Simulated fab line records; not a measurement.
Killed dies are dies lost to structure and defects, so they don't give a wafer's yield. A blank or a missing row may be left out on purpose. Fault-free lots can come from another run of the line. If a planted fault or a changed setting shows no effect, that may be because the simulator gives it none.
Split-lot trial    flow n5_finfet    7 lots, 21 wafers read, on a route of 1938 steps

## SPLIT DETAILS
At N5_BEOL_M13_ETCH_59 (etches BARC in N2/H2, target depth 89 nm, overetch 26.7 nm, time 67.9 s), the setting time_s was moved away from the recipe's 67.9 s on 8 of the 21 wafers read, by -21.1% to +8.5%. All remaining wafers had this setting at the recipe value.

Between the split and the reading, the file records no step.

## THE READING
coat_of_BEOL_M13_COAT_04.thk_nm (the simulator's own value, which no gauge read), in nm, at N5_BEOL_M13_VIA_ETCH_16 (etches SiOC in C4F8/O2/Ar, target depth 921.7 nm). The file does not state a usual value for it. Average 71.3 nm, standard deviation 4 nm, over the 13 wafers here run with the recipe.

wafer   tool, chamber at the split  time_s as run, s  against the recipe  coat_of_BEOL_M13_COAT_04.thk_nm, nm  against lot-mates on the recipe
L074.1  rie_diel-04, 1              67.9              recipe              71.2                                 -
L074.2  rie_diel-04, 2              67.9              recipe              69.2                                 -
L074.5  rie_diel-04, 3              73.68             +8.5%               63.2                                 -7.0
L079.1  rie_diel-03, 3              67.9              recipe              69                                   -
L079.3  rie_diel-03, 2              54.59             -19.6%              80.2                                 +14.2
L079.4  rie_diel-03, 1              67.9              recipe              63                                   -
L087.1  rie_diel-04, 3              67.9              recipe              72.6                                 -
L087.4  rie_diel-04, 0              67.9              recipe              66.2                                 -
L087.6  rie_diel-04, 2              67.9              recipe              70.2                                 -
L089.3  rie_diel-01, 1              67.9              recipe              70.2                                 -
L089.5  rie_diel-01, 0              58.15             -14.4%              81.8                                 +11.6
L089.6  rie_diel-01, 1              58.15             -14.4%              75.4                                 +5.2
L088.3  rie_diel-03, 3              67.9              recipe              76.4                                 -
L088.4  rie_diel-03, 2              64                -5.7%               72                                   -4.4
L088.5  rie_diel-03, 3              64                -5.7%               77.4                                 +1.0
L094.1  rie_diel-01, 0              67.9              recipe              78.8                                 -
L094.2  rie_diel-01, 1              67.9              recipe              75.8                                 -
L094.4  rie_diel-01, 3              53.84             -20.7%              86.2                                 +8.9
L097.1  rie_diel-01, 3              53.55             -21.1%              86                                   +14.1
L097.2  rie_diel-01, 1              67.9              recipe              72.6                                 -
L097.6  rie_diel-01, 3              67.9              recipe              71.2                                 -

THE FIT
A straight line over all 21 wafers: coat_of_BEOL_M13_COAT_04.thk_nm changes by -0.632 nm for each +1% of time_s; r = -0.82; the points scatter about the line by 3.8 nm.
The same after taking each lot's own level away (the mean of its wafers on the recipe; 21 wafers): -0.607 nm for each +1%; r = -0.88; scatter 2.8 nm.
On that fit, the largest move of time_s shifts the reading by 13 nm.
The span of the lots' own levels, 66.00 to 77.30 nm, comes to 2.8 times the standard deviation stated above.
Hence the lot-to-lot level has little effect on the slope; both slopes agree.
Check: with one of the wafers moved furthest among these (-21.1%) left out of the fit, the line predicts +11.6 nm for it against its lot-mates. Against them it came out at +14.1 nm.

## FURTHER SPLITS ON THESE WAFERS
Other splits were also applied to these wafers ahead of the reading. Each is held against what the fit with the lots' levels taken away leaves over:
other split on the same wafers  wafers away from the commonest value  r with coat_of_BEOL_M13_COAT_04.thk_nm (lot level and that fit taken away)
N5_BEOL_M11_EXPOSE_25 dose_mj   11                                    +0.18
N5_BEOL_M11_VIA_ETCH_34 time_s  5                                     -0.26
N5_BEOL_M12_COAT_04 spin_rpm    7                                     +0.15
N5_BEOL_M12_PEB_08 peb_time_s   5                                     +0.07
N5_BEOL_M13_EXPOSE_07 dose_mj   11                                    -0.25

## THE WHOLE CHAIN: every reading that the file lists as answering this split, in the file's order
step                     what it does                                                             reading                                                                           change (the file's fit)                r (the file's)
N5_BEOL_M13_ETCH_59      etches BARC in N2/H2, target depth 89 nm, overetch 26.7 nm, time 67.9 s  coat_of_BEOL_M13_COAT_04.thk_nm (the simulator's own value, which no gauge read)  -0.675 nm for each +1% of the setting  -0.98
N5_BEOL_M13_VIA_ETCH_16  etches SiOC in C4F8/O2/Ar, target depth 921.7 nm                         coat_of_BEOL_M13_COAT_04.thk_nm (the simulator's own value, which no gauge read)  -0.593 nm for each +1% of the setting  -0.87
N5_BEOL_M13_STRIP_63     strips in N2/H2                                                          strip_time_to_endpoint_s                                                          withheld for each +1% of the setting   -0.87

## FILE'S OWN FIT
coat_of_BEOL_M13_COAT_04.thk_nm changes by -0.593 nm for each +1% of time_s, r = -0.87.
